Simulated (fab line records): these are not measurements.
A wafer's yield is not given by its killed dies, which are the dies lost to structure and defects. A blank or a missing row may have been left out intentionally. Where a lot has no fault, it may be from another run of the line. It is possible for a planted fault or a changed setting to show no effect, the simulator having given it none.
Lot-split experiment | flow n5 finfet | 21 wafers read from 7 lots, route of 1938 steps

## THE SPLIT
At N5_SDB_ETCH_18 (etches SOC in N2/H2, target depth 100 nm, overetch 20 nm, time 150 s), the setting source w was moved away from the recipe's 840 W on 5 of the 21 wafers read, by -5.9% to +16.8%. For the rest of the wafers, this setting stayed at what the recipe calls for.

The split's own step is where the reading is taken.

## THE READING
rf vpp V, in V, at N5_SDB_ETCH_18 (etches SOC in N2/H2, target depth 100 nm, overetch 20 nm, time 150 s). Fault-free wafers of this fab line usually give 524.3 V, standard deviation 2.8 V.

wafer  | tool, chamber at the split | source w as run, W | against the recipe | rf vpp V, V | against lot-mates on the recipe
L074.2 | rie diel-05, 3             | 840                | recipe             | 522.5       | -
L074.5 | rie diel-05, 3             | 790.6              | -5.9%              | 533.4       | +10.9
L074.6 | rie diel-05, 1             | 790.6              | -5.9%              | 533.8       | +11.3
L082.1 | rie diel-05, 2             | 840                | recipe             | 524.0       | -
L082.3 | rie diel-05, 1             | 840                | recipe             | 522.4       | -
L082.5 | rie diel-05, 0             | 840                | recipe             | 525.9       | -
L089.2 | rie diel-03, 0             | 840                | recipe             | 519.6       | -
L089.3 | rie diel-03, 2             | 840                | recipe             | 528.3       | -
L089.5 | rie diel-03, 1             | 953.6              | +13.5%             | 498.7       | -25.3
L090.3 | rie diel-01, 0             | 840                | recipe             | 526.2       | -
L090.5 | rie diel-01, 0             | 840                | recipe             | 526.1       | -
L090.6 | rie diel-01, 1             | 840                | recipe             | 526.2       | -
L093.1 | rie diel-03, 3             | 840                | recipe             | 527.3       | -
L093.4 | rie diel-03, 1             | 980.7              | +16.8%             | 500.0       | -27.3
L093.6 | rie diel-03, 3             | 980.7              | +16.8%             | 500.8       | -26.5
L094.1 | rie diel-05, 1             | 840                | recipe             | 520.3       | -
L094.3 | rie diel-05, 3             | 840                | recipe             | 521.6       | -
L094.4 | rie diel-05, 2             | 840                | recipe             | 521.8       | -
L097.1 | rie diel-01, 3             | 840                | recipe             | 526.3       | -
L097.3 | rie diel-01, 0             | 840                | recipe             | 525.8       | -
L097.4 | rie diel-01, 1             | 840                | recipe             | 526.3       | -

THE FIT
A straight line over all 21 wafers: rf vpp V changes by -1.55 V for each +1% of source w; r = -0.96; the points scatter about the line by 2.7 V.
The same after taking each lot's own level away (the mean of its wafers on the recipe; 21 wafers): -1.69 V for each +1%; r = -0.99; scatter 1.7 V.
Per that fit: largest source w move, reading shift of 28 V.
The lots' own levels span 521.23 to 527.30 V, that is 2.2 times the standard deviation above.
Consequently the slope shifts little with the lot-to-lot level, the two slopes agreeing.
Check: with one of the wafers moved furthest among these (+16.8%) left out of the fit, the line predicts -28.8 V for it against its lot-mates. It came out at -27.3 V against them.
Tool readings at the split's step, against how far the setting was moved: rf vpp V r = -0.96.

## THE OTHER SPLITS THESE WAFERS WENT THROUGH
These wafers also went through other splits before the reading. Each is held against what the fit with the lots' levels taken away leaves over:
other split on the same wafers | wafers away from the commonest value | r with rf vpp V (lot level and that fit taken away)
N5_ZERO_LAYER_PECVD_02 time s  | 6                                    | +0.30
N5_ZERO_LAYER_ETCH_18 icp w    | 6                                    | -0.03
N5_WELL_APT_EXPOSE_05 dose mj  | 3                                    | -0.71
N5_FIN_SAQP_PEB_14 peb time s  | 3                                    | -0.08
N5_DUMMY_GATE_PECVD_30 time s  | 6                                    | +0.08
N5_SD_EPI_N_EXPOSE_06 dose mj  | 6                                    | +0.43
N5_SD_EPI_N_DESCUM_14 time s   | 6                                    | +0.24

## THE FILE'S OWN FIT
rf vpp V changes by -1.72 V for each +1% of source w, r = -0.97.
